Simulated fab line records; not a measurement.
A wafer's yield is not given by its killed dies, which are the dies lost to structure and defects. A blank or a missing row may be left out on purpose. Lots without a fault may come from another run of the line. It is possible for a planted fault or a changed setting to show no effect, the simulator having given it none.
Which tool was responsible? :: flow n5-finfet :: Sampling: 24 lots, 72 wafers, 4 of 1938 route steps

WHAT THE GAUGES READ, wafer by wafer
N5_BEOL_M10_CD_MEAS_28: the cd target is 70 nm.
lot: L074
measured: day 10 01:53
on: cd-sem-02
cd-nm (nm): 69.0 69.7 68.7

lot: L077
measured: day 10 11:53
on: cd-sem-03
cd-nm (nm): 69.5 69.6 69.1

lot: L076
measured: day 10 17:29
on: cd-sem-01
cd-nm (nm): 68.4 68.9 69.0

lot: L075
measured: day 10 19:44
on: cd-sem-02
cd-nm (nm): 69.2 69.0 68.2

lot: L078
measured: day 10 23:29
on: cd-sem-01
cd-nm (nm): 70.5 69.7 70.6

lot: L079
measured: day 11 06:47
on: cd-sem-02
cd-nm (nm): 70.8 70.6 70.9

lot: L080
measured: day 11 07:49
on: cd-sem-03
cd-nm (nm): 70.4 70.4 69.9

lot: L081
measured: day 11 07:59
on: cd-sem-03
cd-nm (nm): 69.9 71.1 70.5

lot: L082
measured: day 11 21:11
on: cd-sem-01
cd-nm (nm): 70.4 68.7 68.1

lot: L083
measured: day 12 05:52
on: cd-sem-02
cd-nm (nm): 69.5 70.3 68.2

lot: L085
measured: day 12 16:42
on: cd-sem-03
cd-nm (nm): 69.9 71.1 69.9

lot: L088
measured: day 13 12:18
on: cd-sem-02
cd-nm (nm): 69.9 70.2 69.7

lot: L086
measured: day 13 14:20
on: cd-sem-01
cd-nm (nm): 69.5 70.7 69.8

lot: L084
measured: day 13 14:10
on: cd-sem-01
cd-nm (nm): 71.3 70.5 68.9

lot: L090
measured: day 13 14:22
on: cd-sem-02
cd-nm (nm): 70.9 69.8 70.7

lot: L087
measured: day 13 14:32
on: cd-sem-02
cd-nm (nm): 69.7 71.0 70.0

lot: L089
measured: day 13 18:52
on: cd-sem-01
cd-nm (nm): 71.4 70.2 70.4

lot: L091
measured: day 14 06:14
on: cd-sem-01
cd-nm (nm): 68.9 68.1 68.7

lot: L092
measured: day 14 15:57
on: cd-sem-03
cd-nm (nm): 69.9 67.7 69.0

lot: L093
measured: day 15 01:25
on: cd-sem-03
cd-nm (nm): 69.9 68.7 70.1

lot: L094
measured: day 15 01:15
on: cd-sem-01
cd-nm (nm): 71.1 70.9 70.4

lot: L096
measured: day 15 08:30
on: cd-sem-01
cd-nm (nm): 70.8 70.2 71.1

lot: L095
measured: day 15 08:47
on: cd-sem-03
cd-nm (nm): 69.6 69.6 71.3

lot: L097
measured: day 16 10:51
on: cd-sem-03
cd-nm (nm): 70.8 70.6 70.7

N5_BEOL_M11_THK_MEAS_01.
lot: L074
measured: day 10 07:56
on: film-metro-02
M11_ILD_THK (nm): 267 261 264

lot: L077
measured: day 10 17:34
on: film-metro-02
M11_ILD_THK (nm): 263 265 266

lot: L076
measured: day 10 21:17
on: film-metro-02
M11_ILD_THK (nm): 260 267 269

lot: L075
measured: day 10 23:53
on: film-metro-01
M11_ILD_THK (nm): 268 267 271

lot: L078
measured: day 11 03:53
on: film-metro-01
M11_ILD_THK (nm): 264 271 271

lot: L079
measured: day 11 10:55
on: film-metro-02
M11_ILD_THK (nm): 264 266 267

lot: L080
measured: day 11 12:59
on: film-metro-01
M11_ILD_THK (nm): 267 272 270

lot: L081
measured: day 11 13:47
on: film-metro-01
M11_ILD_THK (nm): 264 268 266

lot: L082
measured: day 12 02:27
on: film-metro-02
M11_ILD_THK (nm): 274 276 275

lot: L083
measured: day 12 09:23
on: film-metro-01
M11_ILD_THK (nm): 261 260 266

lot: L085
measured: day 12 20:32
on: film-metro-02
M11_ILD_THK (nm): 272 277 274

lot: L088
measured: day 13 17:19
on: film-metro-02
M11_ILD_THK (nm): 265 271 269

lot: L086
measured: day 13 18:47
on: film-metro-01
M11_ILD_THK (nm): 268 269 274

lot: L084
measured: day 13 18:14
on: film-metro-01
M11_ILD_THK (nm): 266 275 272

lot: L090
measured: day 13 18:49
on: film-metro-01
M11_ILD_THK (nm): 265 264 260

lot: L087
measured: day 13 19:14
on: film-metro-01
M11_ILD_THK (nm): 266 264 271

lot: L089
measured: day 13 22:28
on: film-metro-02
M11_ILD_THK (nm): 260 260 268

lot: L091
measured: day 14 12:26
on: film-metro-01
M11_ILD_THK (nm): 266 268 270

lot: L092
measured: day 14 21:18
on: film-metro-02
M11_ILD_THK (nm): 268 270 269

lot: L093
measured: day 15 05:24
on: film-metro-02
M11_ILD_THK (nm): 271 269 268

lot: L094
measured: day 15 05:23
on: film-metro-02
M11_ILD_THK (nm): 274 273 275

lot: L096
measured: day 15 14:20
on: film-metro-02
M11_ILD_THK (nm): 265 267 268

lot: L095
measured: day 15 14:54
on: film-metro-02
M11_ILD_THK (nm): 270 270 274

lot: L097
measured: day 16 15:07
on: film-metro-02
M11_ILD_THK (nm): 273 276 271

WHAT TOOL EACH LOT RAN ON (gives the tool, then ch and the chambers of the sampled wafers, and finally the start)
lot: L074
N5_BEOL_M9_ANNEAL_51: rtp-anneal-01 ch 0, day 9 21:16
N5_BEOL_M10_STRIP_36: rie-diel-02 ch 1,2,3, day 10 03:24

lot: L077
N5_BEOL_M9_ANNEAL_51: rtp-anneal-01 ch 0, day 10 07:14
N5_BEOL_M10_STRIP_36: rie-diel-04 ch 0,2, day 10 12:50

lot: L076
N5_BEOL_M9_ANNEAL_51: rtp-anneal-01 ch 0, day 10 13:02
N5_BEOL_M10_STRIP_36: rie-diel-04 ch 1,2, day 10 17:50

lot: L075
N5_BEOL_M9_ANNEAL_51: rtp-anneal-01 ch 0, day 10 15:30
N5_BEOL_M10_STRIP_36: rie-diel-04 ch 0,2,3, day 10 20:25

lot: L078
N5_BEOL_M9_ANNEAL_51: rtp-anneal-02 ch 0, day 10 19:32
N5_BEOL_M10_STRIP_36: rie-diel-04 ch 0,1,3, day 11 00:34

lot: L079
N5_BEOL_M9_ANNEAL_51: rtp-anneal-02 ch 0, day 11 00:55
N5_BEOL_M10_STRIP_36: rie-diel-05 ch 0,1,3, day 11 07:08

lot: L080
N5_BEOL_M9_ANNEAL_51: rtp-anneal-02 ch 0, day 11 01:18
N5_BEOL_M10_STRIP_36: rie-diel-04 ch 0,2, day 11 08:11

lot: L081
N5_BEOL_M9_ANNEAL_51: rtp-anneal-01 ch 0, day 11 02:05
N5_BEOL_M10_STRIP_36: rie-diel-02 ch 0,2, day 11 08:53

lot: L082
N5_BEOL_M9_ANNEAL_51: rtp-anneal-01 ch 0, day 11 13:28
N5_BEOL_M10_STRIP_36: rie-diel-04 ch 0,1, day 11 21:49

lot: L083
N5_BEOL_M9_ANNEAL_51: rtp-anneal-01 ch 0, day 11 23:05
N5_BEOL_M10_STRIP_36: rie-diel-04 ch 1,3, day 12 06:14

lot: L085
N5_BEOL_M9_ANNEAL_51: rtp-anneal-02 ch 0, day 12 11:31
N5_BEOL_M10_STRIP_36: rie-diel-04 ch 0,2, day 12 17:04

lot: L088
N5_BEOL_M9_ANNEAL_51: rtp-anneal-02 ch 0, day 13 07:35
N5_BEOL_M10_STRIP_36: rie-diel-04 ch 0,2,3, day 13 12:43

lot: L086
N5_BEOL_M9_ANNEAL_51: rtp-anneal-01 ch 0, day 13 07:47
N5_BEOL_M10_STRIP_36: rie-diel-02 ch 0,1,2, day 13 15:08

lot: L084
N5_BEOL_M9_ANNEAL_51: rtp-anneal-02 ch 0, day 13 07:49
N5_BEOL_M10_STRIP_36: rie-diel-02 ch 0,2,3, day 13 14:40

lot: L090
N5_BEOL_M9_ANNEAL_51: rtp-anneal-01 ch 0, day 13 08:07
N5_BEOL_M10_STRIP_36: rie-diel-04 ch 0,2,3, day 13 15:09

lot: L087
N5_BEOL_M9_ANNEAL_51: rtp-anneal-01 ch 0, day 13 08:34
N5_BEOL_M10_STRIP_36: rie-diel-02 ch 0,1,3, day 13 15:36

lot: L089
N5_BEOL_M9_ANNEAL_51: rtp-anneal-02 ch 0, day 13 12:46
N5_BEOL_M10_STRIP_36: rie-diel-05 ch 0,1,2, day 13 19:13

lot: L091
N5_BEOL_M9_ANNEAL_51: rtp-anneal-01 ch 0, day 14 01:06
N5_BEOL_M10_STRIP_36: rie-diel-02 ch 0,2, day 14 06:43

lot: L092
N5_BEOL_M9_ANNEAL_51: rtp-anneal-02 ch 0, day 14 11:02
N5_BEOL_M10_STRIP_36: rie-diel-05 ch 0,2,3, day 14 16:18

lot: L093
N5_BEOL_M9_ANNEAL_51: rtp-anneal-01 ch 0, day 14 19:43
N5_BEOL_M10_STRIP_36: rie-diel-02 ch 0,1,3, day 15 01:47

lot: L094
N5_BEOL_M9_ANNEAL_51: rtp-anneal-02 ch 0, day 14 20:12
N5_BEOL_M10_STRIP_36: rie-diel-04 ch 0,1,2, day 15 01:41

lot: L096
N5_BEOL_M9_ANNEAL_51: rtp-anneal-01 ch 0, day 15 03:14
N5_BEOL_M10_STRIP_36: rie-diel-02 ch 0,1,3, day 15 08:52

lot: L095
N5_BEOL_M9_ANNEAL_51: rtp-anneal-02 ch 0, day 15 03:34
N5_BEOL_M10_STRIP_36: rie-diel-05 ch 0,1,3, day 15 09:10

lot: L097
N5_BEOL_M9_ANNEAL_51: rtp-anneal-01 ch 0, day 16 05:41
N5_BEOL_M10_STRIP_36: rie-diel-04 ch 0,1,2, day 16 11:13
- N5_BEOL_M9_ANNEAL_51: time 90 s.
- N5_BEOL_M10_STRIP_36: strips in N2/H2.

AS READ BY THE TOOLS THEMSELVES (means over the sampled wafers that have a number; for cases with no such wafer, the mark the record gives instead)
N5_BEOL_M9_ANNEAL_51.
lot: L074
tool: rtp-anneal-01
wafer_temp_C_max: 226.0

lot: L077
tool: rtp-anneal-01
wafer_temp_C_max: 225.8

lot: L076
tool: rtp-anneal-01
wafer_temp_C_max: 226.0

lot: L075
tool: rtp-anneal-01
wafer_temp_C_max: 225.7

lot: L078
tool: rtp-anneal-02
wafer_temp_C_max: 226.6

lot: L079
tool: rtp-anneal-02
wafer_temp_C_max: 226.1

lot: L080
tool: rtp-anneal-02
wafer_temp_C_max: 226.4

lot: L081
tool: rtp-anneal-01
wafer_temp_C_max: 225.7

lot: L082
tool: rtp-anneal-01
wafer_temp_C_max: 225.8

lot: L083
tool: rtp-anneal-01
wafer_temp_C_max: 225.5

lot: L085
tool: rtp-anneal-02
wafer_temp_C_max: 226.5

lot: L088
tool: rtp-anneal-02
wafer_temp_C_max: 226.3

lot: L086
tool: rtp-anneal-01
wafer_temp_C_max: 225.6

lot: L084
tool: rtp-anneal-02
wafer_temp_C_max: 226.3

lot: L090
tool: rtp-anneal-01
wafer_temp_C_max: 225.5

lot: L087
tool: rtp-anneal-01
wafer_temp_C_max: 225.9

lot: L089
tool: rtp-anneal-02
wafer_temp_C_max: 226.6

lot: L091
tool: rtp-anneal-01
wafer_temp_C_max: 225.7

lot: L092
tool: rtp-anneal-02
wafer_temp_C_max: 226.3

lot: L093
tool: rtp-anneal-01
wafer_temp_C_max: 225.6

lot: L094
tool: rtp-anneal-02
wafer_temp_C_max: 226.6

lot: L096
tool: rtp-anneal-01
wafer_temp_C_max: 225.7

lot: L095
tool: rtp-anneal-02
wafer_temp_C_max: 226.4

lot: L097
tool: rtp-anneal-01
wafer_temp_C_max: 225.7

N5_BEOL_M10_STRIP_36.
lot: L074
tool: rie-diel-02
drypump-motor-current-A (A): 5.4
oes-product-au (a.u.): 0.80
rf-vpp-V (V): 59.1
showerhead-plenum-p-Torr (Torr): 2.59
throttle-valve-pct (%): 23.43

lot: L077
tool: rie-diel-04
drypump-motor-current-A (A): 5.5
oes-product-au (a.u.): 0.76
rf-vpp-V (V): 58.9
showerhead-plenum-p-Torr (Torr): 2.43
throttle-valve-pct (%): 23.69

lot: L076
tool: rie-diel-04
drypump-motor-current-A (A): 5.1
oes-product-au (a.u.): 0.76
rf-vpp-V (V): 59.6
showerhead-plenum-p-Torr (Torr): 2.55
throttle-valve-pct (%): 23.56

lot: L075
tool: rie-diel-04
drypump-motor-current-A (A): 5.4
oes-product-au (a.u.): 0.75
rf-vpp-V (V): 58.3
showerhead-plenum-p-Torr (Torr): 2.43
throttle-valve-pct (%): 23.59

lot: L078
tool: rie-diel-04
drypump-motor-current-A (A): 5.6
oes-product-au (a.u.): 0.68
rf-vpp-V (V): 58.9
showerhead-plenum-p-Torr (Torr): 2.47
throttle-valve-pct (%): 23.72

lot: L079
tool: rie-diel-05
drypump-motor-current-A (A): 5.4
oes-product-au (a.u.): 0.79
rf-vpp-V (V): 57.9
showerhead-plenum-p-Torr (Torr): 2.56
throttle-valve-pct (%): 23.55

lot: L080
tool: rie-diel-04
drypump-motor-current-A (A): 5.5
oes-product-au (a.u.): 0.73
rf-vpp-V (V): 58.2
showerhead-plenum-p-Torr (Torr): 2.43
throttle-valve-pct (%): 23.68

lot: L081
tool: rie-diel-02
drypump-motor-current-A (A): 5.8
oes-product-au (a.u.): 0.69
rf-vpp-V (V): 60.3
showerhead-plenum-p-Torr (Torr): 2.49
throttle-valve-pct (%): 24.00

lot: L082
tool: rie-diel-04
drypump-motor-current-A (A): 5.7
oes-product-au (a.u.): 0.69
rf-vpp-V (V): 59.1
showerhead-plenum-p-Torr (Torr): 2.47
throttle-valve-pct (%): 23.86

lot: L083
tool: rie-diel-04
drypump-motor-current-A (A): 5.4
oes-product-au (a.u.): 0.69
rf-vpp-V (V): 58.7
showerhead-plenum-p-Torr (Torr): 2.53
throttle-valve-pct (%): 23.67

lot: L085
tool: rie-diel-04
drypump-motor-current-A (A): 5.2
oes-product-au (a.u.): 0.78
rf-vpp-V (V): 60.1
showerhead-plenum-p-Torr (Torr): 2.43
throttle-valve-pct (%): 23.51

lot: L088
tool: rie-diel-04
drypump-motor-current-A (A): 5.4
oes-product-au (a.u.): 0.72
rf-vpp-V (V): 59.0
showerhead-plenum-p-Torr (Torr): 2.42
throttle-valve-pct (%): 23.62

lot: L086
tool: rie-diel-02
drypump-motor-current-A (A): 5.5
oes-product-au (a.u.): 0.73
rf-vpp-V (V): 58.1
showerhead-plenum-p-Torr (Torr): 2.53
throttle-valve-pct (%): 23.74

lot: L084
tool: rie-diel-02
drypump-motor-current-A (A): 5.6
oes-product-au (a.u.): 0.73
rf-vpp-V (V): 59.2
showerhead-plenum-p-Torr (Torr): 2.53
throttle-valve-pct (%): 23.76

lot: L090
tool: rie-diel-04
drypump-motor-current-A (A): 5.4
oes-product-au (a.u.): 0.72
rf-vpp-V (V): 60.8
showerhead-plenum-p-Torr (Torr): 2.42
throttle-valve-pct (%): 23.61

lot: L087
tool: rie-diel-02
drypump-motor-current-A (A): 5.4
oes-product-au (a.u.): 0.78
rf-vpp-V (V): 57.2
showerhead-plenum-p-Torr (Torr): 2.51
throttle-valve-pct (%): 23.64

lot: L089
tool: rie-diel-05
drypump-motor-current-A (A): 5.4
oes-product-au (a.u.): 0.70
rf-vpp-V (V): 58.0
showerhead-plenum-p-Torr (Torr): 2.52
throttle-valve-pct (%): 23.62

lot: L091
tool: rie-diel-02
drypump-motor-current-A (A): 5.8
oes-product-au (a.u.): 0.68
rf-vpp-V (V): 59.4
showerhead-plenum-p-Torr (Torr): 2.55
throttle-valve-pct (%): 23.90

lot: L092
tool: rie-diel-05
drypump-motor-current-A (A): 5.5
oes-product-au (a.u.): 0.75
rf-vpp-V (V): 59.6
showerhead-plenum-p-Torr (Torr): 2.61
throttle-valve-pct (%): 23.53

lot: L093
tool: rie-diel-02
drypump-motor-current-A (A): 5.4
oes-product-au (a.u.): 0.77
rf-vpp-V (V): 61.7
showerhead-plenum-p-Torr (Torr): 2.51
throttle-valve-pct (%): 23.67

lot: L094
tool: rie-diel-04
drypump-motor-current-A (A): 5.3
oes-product-au (a.u.): 0.80
rf-vpp-V (V): 59.2
showerhead-plenum-p-Torr (Torr): 2.47
throttle-valve-pct (%): 23.62

lot: L096
tool: rie-diel-02
drypump-motor-current-A (A): 5.3
oes-product-au (a.u.): 0.78
rf-vpp-V (V): 58.8
showerhead-plenum-p-Torr (Torr): 2.50
throttle-valve-pct (%): 23.66

lot: L095
tool: rie-diel-05
drypump-motor-current-A (A): 5.4
oes-product-au (a.u.): 0.75
rf-vpp-V (V): 58.3
showerhead-plenum-p-Torr (Torr): 2.54
throttle-valve-pct (%): 23.61

lot: L097
tool: rie-diel-04
drypump-motor-current-A (A): 5.3
oes-product-au (a.u.): 0.88
rf-vpp-V (V): 59.3
showerhead-plenum-p-Torr (Torr): 2.58
throttle-valve-pct (%): 23.43

THE ANSWER, worked out from the rows above alone
Rule: usual is defined by the lots themselves. Put in order of their means at a reading, lots are off if they are a third of the lots or fewer, leave a main group of 4 or more, and stand apart from it by a gap of 3 or more times the standard deviation of the main group's means; of several such gaps the widest counts. A main group whose means are all the same, to the digits that the tables above print for the reading, isn't used. A lot without any number at a reading at which 4 lots or more have one is off too. Where the step has rows for the other lots, those lots are counted as sound. First the gauges in route order, then the tools' own readings, where a lot's mean is used as printed above. At the first step where some lot is off, the reading lying furthest off is the one used; lots without a number count as furthest.
Across all readings shown, no lot is off: no conclusion can be drawn from this.

WHAT THE SIMULATOR PUT IN
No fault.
